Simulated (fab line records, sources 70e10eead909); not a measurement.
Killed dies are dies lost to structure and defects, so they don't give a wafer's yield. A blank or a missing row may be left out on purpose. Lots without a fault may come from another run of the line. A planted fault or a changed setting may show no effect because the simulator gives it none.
A struck lot beside a sound one | flow nand_harc | 39 steps out of a route of 1159
Sound: wafers L460.2, L460.5, L460.6. Struck: wafer L458.3. (L458.1, L458.4 of the same lot were not struck and are left out.) The cause comes at the end.
At each step with rows: each side's tool, then ch and its chambers, then its first start. Under that, the readings that differ: sound wafers | struck wafers | difference of the means | sigmas: that difference in standard deviations of wafers without a fault.
alike: readings whose means differ by less than 2 such deviations, and words and numbers that are the same on both sides. not compared: withheld readings, readings that some wafer has no value for, bounds like >300 that may hide the same value, and numbers for which the record gives no deviation and whose values overlap.
The two part at a step that has a row with sigmas, a row that says differs or no value, or rows on one side only. Numbers that don't overlap but have no deviation are shown without sigmas and don't part them. A reading that every wafer of one side lacks parts them only if that side has two wafers or more.

first, 8 steps without rows for these wafers: NHARC_P_BONDPAD_HMDS_02 (time 30 s); NHARC_P_BONDPAD_COAT_36 (time 65 s); NHARC_P_BONDPAD_COAT_03 (resist thk 600 nm); NHARC_P_BONDPAD_SOFTBAKE_04 (time 70 s); NHARC_P_BONDPAD_EBR_05; NHARC_P_BONDPAD_EXPOSE_06 (exposes mask P BPAD); NHARC_P_BONDPAD_PEB_07 (peb time 80 s); NHARC_P_BONDPAD_DEVELOP_08 (time 50 s).
NHARC_P_BONDPAD_CD_MEAS_09: target cd 500 nm.
  sound on cd_sem-02 ch 0, day 10 16:24; struck on cd_sem-01 ch 0, day 10 10:44
  alike: cd_nm
NHARC_P_BONDPAD_OVL_MEAS_38:
  sound on overlay-02, day 10 16:29; struck on overlay-02, day 10 10:49
  alike: overlay_x_nm, overlay_y_nm
then, 2 steps without rows for these wafers: NHARC_P_BONDPAD_HARDBAKE_10 (time 65 s); NHARC_P_BONDPAD_DESCUM_11 (chemistry O2, time 3 s).
NHARC_P_BONDPAD_ETCH_37: etches the open film in N2/H2, target depth 60 nm, overetch 18 nm, time 65.91 s.
  sound on rie_diel-01 ch 1,2,3, day 10 16:46; struck on rie_diel-09 ch 1, day 10 11:02
  alike: drypump_motor_current_A, oes_product_au, rf_vpp_V, showerhead_plenum_p_Torr, throttle_valve_pct
  not compared: rf_hours_counter_h
then, 1 step without rows for these wafers: NHARC_P_BONDPAD_ETCH_12 (etches the open film in CHF3/O2, target depth 200 nm, time 100 s).
NHARC_P_BONDPAD_CD_MEAS_13:
  sound on cd_sem-03, day 10 17:02; struck on cd_sem-01, day 10 11:16
  alike: cd_nm
then, 1 step without rows for these wafers: NHARC_P_BONDPAD_STRIP_15 (strips in O2).
NHARC_P_BONDPAD_ETCH_24: etches the open film in CF4/N2, target depth 30 nm, time 72.99 s.
  sound on rie_diel-11 ch 0,1,3, day 10 17:22; struck on rie_diel-11 ch 1
  alike: drypump_motor_current_A, oes_product_au, rf_vpp_V, showerhead_plenum_p_Torr, throttle_valve_pct
  not compared: rf_hours_counter_h
then, 2 steps without rows for these wafers: NHARC_P_BONDPAD_STRIP_16 (strips in post etch residue remover, time 600 s); NHARC_P_BONDPAD_DEGAS_25 (time 60 s).
NHARC_P_BONDPAD_PRE_CLEAN_26: time 30 s.
  sound on pvd_sputter-01; struck on pvd_sputter-03
  alike: heater_power_w
then, 1 step without rows for these wafers: NHARC_P_BONDPAD_PVD_17 (deposits TaN, target thk 5 nm, time 8.06 s).
NHARC_P_BONDPAD_PVD_27: deposits Cu, target thk 30 nm, time 20.49 s.
  sound on pvd_sputter-01; struck on pvd_sputter-03
  alike: throttle_valve_pct
then, 1 step without rows for these wafers: NHARC_P_BONDPAD_ECD_18 (material Cu, target thk 400 nm).
NHARC_P_BONDPAD_ANNEAL_28: time 90 s.
  sound on rtp_anneal-01 ch 0, day 10 18:34; struck on rtp_anneal-02 ch 0, day 10 12:49
  alike: wafer_temp_C_max
then, 1 step without rows for these wafers: NHARC_P_BONDPAD_CMP_19 (polishes, t overpolish 30 s, cu recess touch 16 s, target thk 160.81 nm).
NHARC_P_BONDPAD_THK_MEAS_20: measures by xrf.
  sound on film_metro-02, day 10 19:12; struck on film_metro-01, day 10 13:30
  alike: thk_nm
then, 1 step without rows for these wafers: NHARC_P_BONDPAD_SRD_21 (time 30 s, dry time 20 s).
NHARC_P_BONDPAD_ACTIVATE_29: chemistry N2, time 60 s.
  sound on rie_diel-01 ch 0,3, day 10 19:31; struck on rie_diel-09 ch 0, day 10 13:47
  alike: drypump_motor_current_A, oes_product_au, rf_vpp_V, showerhead_plenum_p_Torr
  not compared: rf_hours_counter_h
then, 10 steps without rows for these wafers: NHARC_P_BONDPAD_PRECLEAN_30 (cleans in DIW, time 300 s); NHARC_P_BONDPAD_SRD_31 (time 30 s, dry time 20 s); NHARC_A_ZERO_WELL_PRECLEAN_00 (cleans in SPM, time 600 s); NHARC_A_ZERO_WELL_SRD_01; NHARC_A_ZERO_WELL_DEHYDRATE_02 (time 120 s); NHARC_A_ZERO_WELL_HMDS_03 (time 30 s); NHARC_A_ZERO_WELL_COAT_18 (time 65 s); NHARC_A_ZERO_WELL_COAT_04 (resist thk 600 nm); NHARC_A_ZERO_WELL_SOFTBAKE_05 (time 70 s); NHARC_A_ZERO_WELL_EBR_06.
-- the record jumps here: 13 days lie between the struck wafers' starts before and after (it left off in module A_ZERO_WELL and takes up again in module END, whose first step shown is number 1159 of the route) --
NHARC_END_SORT_01:
  the record has rows for the struck wafers here (prober-01 ch 0, day 23 17:44) and none for the sound ones

WHERE THEY PART
Only at NHARC_END_SORT_01, within this record.

WHY: what the simulator had put in
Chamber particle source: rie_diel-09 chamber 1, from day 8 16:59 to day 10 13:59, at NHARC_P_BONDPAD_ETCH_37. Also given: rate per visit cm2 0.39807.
